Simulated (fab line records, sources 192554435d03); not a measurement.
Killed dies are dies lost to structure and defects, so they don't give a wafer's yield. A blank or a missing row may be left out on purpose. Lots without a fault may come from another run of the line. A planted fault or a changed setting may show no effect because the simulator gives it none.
fab line records | flow n5_finfet
record lots=6 wafers=18 last_day=18
route steps=1938 shown BEOL_M1@821 BEOL_M4@1111 PASSIVATION@1936
lots that met no fault: from a run of the same line without faults
start_h: hours from the record's first day to the start of the lot's first wafer shown | wait_h: hours since the lot's step before | " the same as in the row above | L1.1+2: a row that stands for several wafers | - no value, or no start given | * or withheld: withheld | < > ~ a bound
route shown NAME@n: a module of which the file shows steps, and the number in the route of the first | usual: mean/standard deviation of fault-free wafers | same: alike in all rows | chamber/n: place in a boat | sites: the reading at each site | _std_site: their standard deviation | _edge_site: outer sites' mean less inner sites' | radius_mm: how far each site lies from the wafer's centre | mask NAME#n: copy n | behind: the tool/chamber that last shaped the wafer | hold: why the lot was held/for how many hours/how that ended | device: the transistor (n, p or np) that didn't switch | end of line: the same wafers' tests at the end of the route | a step without rows: its recipe alone | killed: dies lost to structure and defects at the first sort, not the wafer's yield | map: a wafer's dies, x killed, . not, _ none there
set.NAME: the setting as run; set.NAME@STEP: as run at that earlier step | model.NAME: the simulator's own value behind a step, which no gauge read
lots at some steps of the route; a table a step, a row a wafer
services: from which hour (start_h, from the record's first day; less than 0 if before it) a tool's chamber was out of use, for how many hours, and why
## steps
# step N5_BEOL_M1_ANNEAL_87
# recipe temp_c=400 time_s=240 ambient=vacuum
# usual heater_power_w=856/80
# same time_s=240
# columns lot.wafer tool chamber start_h wait_h heater_power_w
L169.3 pvd_sputter-02 - 142.02 0.0 857
L169.5 " - " " 1037
L169.6 " - " " 930
L175.1 pvd_sputter-03 - 180.59 0.0 873
L175.3 " - " " 769
L175.5 " - " " 741
L180.2 pvd_sputter-03 - 205.82 0.0 863
L180.4 " - " " 749
L180.5 " - " " 859
L181.2 pvd_sputter-03 - 218.23 0.0 869
L181.3 " - " " 757
L181.5 " - " " 734
L183.2 pvd_sputter-03 - 223.89 0.0 876
L183.5 " - " " 861
L183.6 " - " " 756
L190.2 pvd_sputter-01 - 280.94 0.0 885
L190.4 " - " " 867
L190.6 " - " " 907
# step N5_BEOL_M1_SPUTTER_88
# recipe material=Cu target_thk_a=45 temp_c=-20 chamber_pressure_pa=0.07 power_w=withheld time_s=8.29
# step N5_BEOL_M1_ANNEAL_89
# recipe temp_c=400 time_s=240 ambient=vacuum
# usual heater_power_w=856/78
# same time_s=240
# columns lot.wafer tool chamber start_h wait_h heater_power_w
L169.3 pvd_sputter-02 - 142.24 0.0 840
L169.5 " - " " 1043
L169.6 " - " " 919
L175.1 pvd_sputter-03 - 180.81 0.0 868
L175.3 " - " " 777
L175.5 " - " " 765
L180.2 pvd_sputter-03 - 206.04 0.0 858
L180.4 " - " " 764
L180.5 " - " " 865
L181.2 pvd_sputter-03 - 218.45 0.0 863
L181.3 " - " " 758
L181.5 " - " " 773
L183.2 pvd_sputter-03 - 224.11 0.0 841
L183.5 " - " " 847
L183.6 " - " " 771
L190.2 pvd_sputter-01 - 281.16 0.0 900
L190.4 " - " " 884
L190.6 " - " " 897
# step N5_BEOL_M1_SPUTTER_90
# recipe material=Cu target_thk_a=45 temp_c=-20 chamber_pressure_pa=0.07 power_w=withheld time_s=8.29
# step N5_BEOL_M1_ANNEAL_91
# recipe temp_c=400 time_s=240 ambient=vacuum
# step N5_BEOL_M1_SPUTTER_92
# recipe material=Cu target_thk_a=45 temp_c=-20 chamber_pressure_pa=0.07 power_w=withheld time_s=8.29
# usual throttle_valve_pct=29.8/0.79
# same time_s=8.29
# columns lot.wafer tool chamber start_h wait_h throttle_valve_pct
L169.3 pvd_sputter-02 - 142.60 0.1 28.6
L169.5 " - " " 31.4
L169.6 " - " " 29.8
L175.1 pvd_sputter-03 - 181.17 0.1 29.3
L175.3 " - " " 30.5
L175.5 " - " " 30.4
L180.2 pvd_sputter-03 - 206.40 0.1 29.6
L180.4 " - " " 29.7
L180.5 " - " " 29.3
L181.2 pvd_sputter-03 - 218.81 0.1 29.1
L181.3 " - " " 30.3
L181.5 " - " " 30.6
L183.2 pvd_sputter-03 - 224.47 0.1 29.3
L183.5 " - " " 29.8
L183.6 " - " " 30.3
L190.2 pvd_sputter-01 - 281.52 0.1 31.3
L190.4 " - " " 29.4
L190.6 " - " " 31.1
# step N5_BEOL_M1_ANNEAL_93
# recipe temp_c=400 time_s=240 ambient=vacuum
# usual heater_power_w=859/81
# same time_s=240
# columns lot.wafer tool chamber start_h wait_h heater_power_w
L169.3 pvd_sputter-02 - 142.68 0.0 856
L169.5 " - " " 1061
L169.6 " - " " 927
L175.1 pvd_sputter-03 - 181.25 0.0 865
L175.3 " - " " 751
L175.5 " - " " 750
L180.2 pvd_sputter-03 - 206.48 0.0 873
L180.4 " - " " 741
L180.5 " - " " 845
L181.2 pvd_sputter-03 - 218.89 0.0 872
L181.3 " - " " 760
L181.5 " - " " 745
L183.2 pvd_sputter-03 - 224.55 0.0 816
L183.5 " - " " 862
L183.6 " - " " 749
L190.2 pvd_sputter-01 - 281.60 0.0 893
L190.4 " - " " 904
L190.6 " - " " 894
# step N5_BEOL_M1_SPUTTER_94
# recipe material=Cu target_thk_a=45 temp_c=-20 chamber_pressure_pa=0.07 power_w=withheld time_s=8.29
# step N5_BEOL_M1_ANNEAL_95
# recipe temp_c=400 time_s=240 ambient=vacuum
# step N5_BEOL_M1_SPUTTER_96
# recipe material=Cu target_thk_a=45 temp_c=-20 chamber_pressure_pa=0.07 power_w=withheld time_s=8.29
# step N5_BEOL_M1_ECD_50
# recipe material=Cu target_thk_a=3000
# step N5_BEOL_M1_ANNEAL_51
# recipe temp_c=225 time_s=90 ambient=N2
# usual wafer_temp_C_max=225.70/0.23
# same time_s=90
# columns lot.wafer tool chamber start_h wait_h wafer_temp_C_max
L169.3 rtp_anneal-02 0 143.74 0.6 225.60
L169.5 " 0 " " 225.49
L169.6 " 0 " " 225.54
L175.1 rtp_anneal-02 0 186.01 4.3 225.76
L175.3 " 0 " " 225.74
L175.5 " 0 " " 225.64
L180.2 rtp_anneal-02 0 210.12 3.1 225.63
L180.4 " 0 " " 225.86
L180.5 " 0 " " 225.53
L181.2 rtp_anneal-02 0 221.70 2.3 225.60
L181.3 " 0 " " 225.74
L181.5 " 0 " " 225.51
L183.2 rtp_anneal-02 0 226.74 1.7 225.91
L183.5 " 0 " " 225.66
L183.6 " 0 " " 225.86
L190.2 rtp_anneal-02 0 282.25 0.2 225.62
L190.4 " 0 " " 225.51
L190.6 " 0 " " 225.50
# step N5_BEOL_M1_CMP_52
# recipe stop_on=SiOC t_overpolish_s=6.8 down_force_psi=1 platen_rpm=50 clearing_platen_down_force_psi=1.5 clearing_platen_rpm=50 post_cmp_clean=cu_alkaline target_thk_nm=40 clearing_platen_pad_velocity_m_s=0.99484 pad_velocity_m_s=0.99484
# usual barrier_field_endpoint_s=24.9/0.54 clearing_platen_down_force_psi=1.500/0.0031 head_pressure_psi=1.0000/0.0023 motor_current_A=5.8/0.69 overpolish_run_s=6.799/0.0094 time_to_endpoint_s=63.5/2.9
# columns lot.wafer tool chamber start_h wait_h barrier_field_endpoint_s clearing_platen_down_force_psi head_pressure_psi motor_current_A overpolish_run_s time_to_endpoint_s
L169.3 cmp-04 1 143.95 0.2 24.0 1.504 1.0004 4.9 6.812 56.7
L169.5 " 1 " " 24.4 1.501 1.0032 5.3 6.806 59.2
L169.6 " 2 " " 24.7 1.503 1.0012 6.5 6.814 62.0
L175.3 cmp-02 3 186.31 0.2 25.5 1.497 1.0007 5.7 6.817 68.4
L175.1 " 1 " " 25.8 1.496 1.0036 5.1 6.821 68.4
L175.5 " 3 " " 25.5 1.498 0.9997 5.9 6.786 69.3
L180.2 cmp-02 1 210.42 0.3 21.4 1.499 1.1712 5.2 6.800 64.3
L180.4 " 2 " " 21.4 1.505 1.1730 6.1 6.801 69.4
L180.5 " 1 " " 22.2 1.497 1.1734 5.4 6.814 67.6
L181.2 cmp-02 2 221.95 0.2 21.6 1.503 1.1808 6.0 6.801 66.0
L181.3 " 0 " " 20.7 1.501 1.1789 7.0 6.793 61.8
L181.5 " 2 " " 21.4 1.500 1.1758 5.7 6.806 63.7
L183.2 cmp-04 2 227.07 0.3 24.6 1.502 1.0017 6.1 6.794 63.6
L183.5 " 0 " " 24.6 1.499 0.9996 7.6 6.803 61.9
L183.6 " 1 " " 25.1 1.502 1.0003 5.4 6.789 59.2
L190.2 cmp-02 0 282.50 0.2 24.1 1.501 0.9982 6.4 6.805 64.6
L190.4 " 1 " " 24.9 1.500 0.9971 5.2 6.805 64.3
L190.6 " 0 " " 24.6 1.496 1.0011 6.5 6.808 63.3
# step N5_BEOL_M4_RC_MEAS_101
# usual DIBL_N=35.7/1.3 DIBL_P=35.4/1.8 IOFF_N=0.152/0.027 IOFF_P=0.20/0.034 ION_N=672/9.8 ION_P=461/7.5 SS_N=71.4/0.55 SS_P=73.1/0.61 VT_N=251/3.3 VT_P=-251/3.6
# columns lot.wafer tool chamber start_h wait_h DIBL_N[mV/V] DIBL_P[mV/V] IOFF_N[nA/um] IOFF_P[nA/um] ION_N[uA/um] ION_P[uA/um] SS_N[mV/dec] SS_P[mV/dec] VT_N[mV] VT_P[mV]
L169.3 prober-01 0 179.43 0.3 39.0 38.2 0.225 0.31 685 475 72.1 74.8 245 -246
L169.5 " 0 " " 36.1 35.0 0.169 0.24 681 467 71.7 72.7 251 -247
L169.6 " 0 " " 36.5 35.2 0.172 0.24 666 461 71.9 73.0 248 -247
L175.1 prober-02 0 218.32 0.4 34.5 33.5 0.130 0.18 682 465 71.4 72.8 254 -254
L175.3 " 0 " " 35.4 34.2 0.139 0.19 668 459 71.7 73.3 254 -248
L175.5 " 0 " " 33.3 31.3 0.104 0.15 652 453 72.0 71.6 258 -254
L180.2 prober-02 0 241.49 0.4 35.9 35.9 0.141 0.19 665 454 71.2 73.2 253 -252
L180.4 " 0 " " 37.2 36.9 0.161 0.21 675 454 72.1 73.0 250 -253
L180.5 " 0 " " 34.6 33.9 0.126 0.17 658 454 71.0 72.2 255 -256
L181.2 prober-01 0 260.74 0.2 36.5 36.6 0.170 0.22 673 462 72.3 72.7 250 -250
L181.3 " 0 " " 34.8 33.9 0.130 0.18 656 457 72.4 72.2 252 -253
L181.5 " 0 " " 38.1 38.5 0.192 0.25 676 458 72.1 74.1 249 -248
L183.2 prober-01 0 261.97 0.2 37.5 37.0 0.169 0.22 674 457 71.8 73.7 252 -250
L183.5 " 0 " " 34.6 34.2 0.122 0.18 654 456 70.9 72.1 251 -252
L183.6 " 0 " " 35.6 34.3 0.138 0.19 668 458 71.7 72.8 250 -250
L190.2 prober-02 0 318.63 0.2 33.7 33.3 0.112 0.18 669 470 70.2 72.8 255 -250
L190.4 " 0 " " 32.7 31.1 0.097 0.15 661 459 71.1 72.6 258 -252
L190.6 " 0 " " 32.1 30.5 0.093 0.16 651 457 70.2 72.6 257 -253
# step N5_PASSIVATION_PROBE_49
# usual defect_limited_yield=91.5/1.3 killed_at_M0_to_M3=33/11 killed_at_M4_up=14/5.3 killed_at_contacts=11/6.3 killed_at_front_end=38/10 killed_at_other=3.7/2.8 killed_dies=101/16 killed_open=67/12 killed_short=32/7.4 sort_bin_5_function=5.0/0.86 sort_bin_6_memory=3.2/0.69 sort_n_pass=1079/16 sort_yield_pct=91.5/1.3
# same gross_dies=1180 killed_at_back_side=0 sort_bin_4_leakage[%]=0 sort_bin_8_speed[%]=0
# columns lot.wafer tool chamber start_h wait_h defect_limited_yield[%] killed_at_M0_to_M3 killed_at_M4_up killed_at_contacts killed_at_front_end killed_at_other killed_dies killed_open killed_short sort_bin_5_function[%] sort_bin_6_memory[%] sort_n_pass sort_yield_pct[%]
L180.2 prober-02 - 350.50 0.1 91.4 30 12 5 50 5 102 67 35 5.3 3.0 1078 91.4
L180.4 prober-02 - 350.60 0.2 92.3 32 17 9 32 1 91 51 40 3.9 3.1 1089 92.3
L180.5 prober-02 - 350.65 0.2 93.1 37 13 5 27 0 82 47 35 4.0 2.6 1098 93.1
# killed by level:class
L180.2 FIN_SAQP:geometric_particle:open=11 DUMMY_GATE:geometric_particle:open=10 BEOL_M1:geometric_particle:open=10 FIN_SAQP:geometric_particle:short=8 BEOL_M0_SAQP:geometric_particle:open=8 BEOL_M4:geometric_particle:open=7 STI_FIN_REVEAL:geometric_particle:open=6 BEOL_M0_SAQP:geometric_particle:short=6
L180.4 FIN_SAQP:geometric_particle:short=15 BEOL_M0_SAQP:geometric_particle:short=10 BEOL_M0_SAQP:geometric_particle:open=9 FIN_SAQP:geometric_particle:open=7 MOL_CONTACT_COAG:geometric_particle:open=7 BEOL_M4:geometric_particle:open=6 BEOL_M3:geometric_particle:open=4 STI_FIN_REVEAL:geometric_particle:open=3
L180.5 BEOL_M0_SAQP:geometric_particle:short=10 BEOL_M1:geometric_particle:open=9 DUMMY_GATE:geometric_particle:open=6 BEOL_M3:geometric_particle:short=5 BEOL_M3:geometric_particle:open=5 FIN_SAQP:geometric_particle:open=4 FIN_SAQP:geometric_particle:short=4 STI_FIN_REVEAL:geometric_particle:open=4
## services
# columns tool chamber start_h hours kind
cmp-04 - 134.00 4.0 pm
cmp-04 - 138.00 - consumable_replace:conditioner
cmp-04 - 138.00 - consumable_replace:pad
cmp-02 - 163.29 4.1 repair
cmp-02 - 198.41 1.0 repair
cmp-04 - 203.01 6.4 repair
cmp-02 - 258.91 4.0 pm
rtp_anneal-02 - 260.73 4.3 pm
cmp-02 - 262.91 - consumable_replace:conditioner
cmp-02 - 262.91 - consumable_replace:pad
cmp-02 - 277.43 2.4 repair
## key
first_sign step=N5_BEOL_M1_CMP_52 reading=head_pressure_psi direction=up sigmas=77 usual=1.0000 struck=1.1755
effect step=N5_BEOL_M1_CMP_52 reading=barrier_field_endpoint_s direction=down sigmas=6.4 usual=24.9 struck=21.5
met_at N5_BEOL_M1_CMP_52
struck_wafers L180.2,L180.4,L180.5,L181.2,L181.3,L181.5
onset_between 186.31 210.42
fault kind=process_parameter_drift tool=cmp-02 chamber=- onset_h=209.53 steps=N5_BEOL_M1_CMP_52 channel=down_force_psi offset=0.17305 shape=step end_h=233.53 acts_in=these_recipes_only stated=1
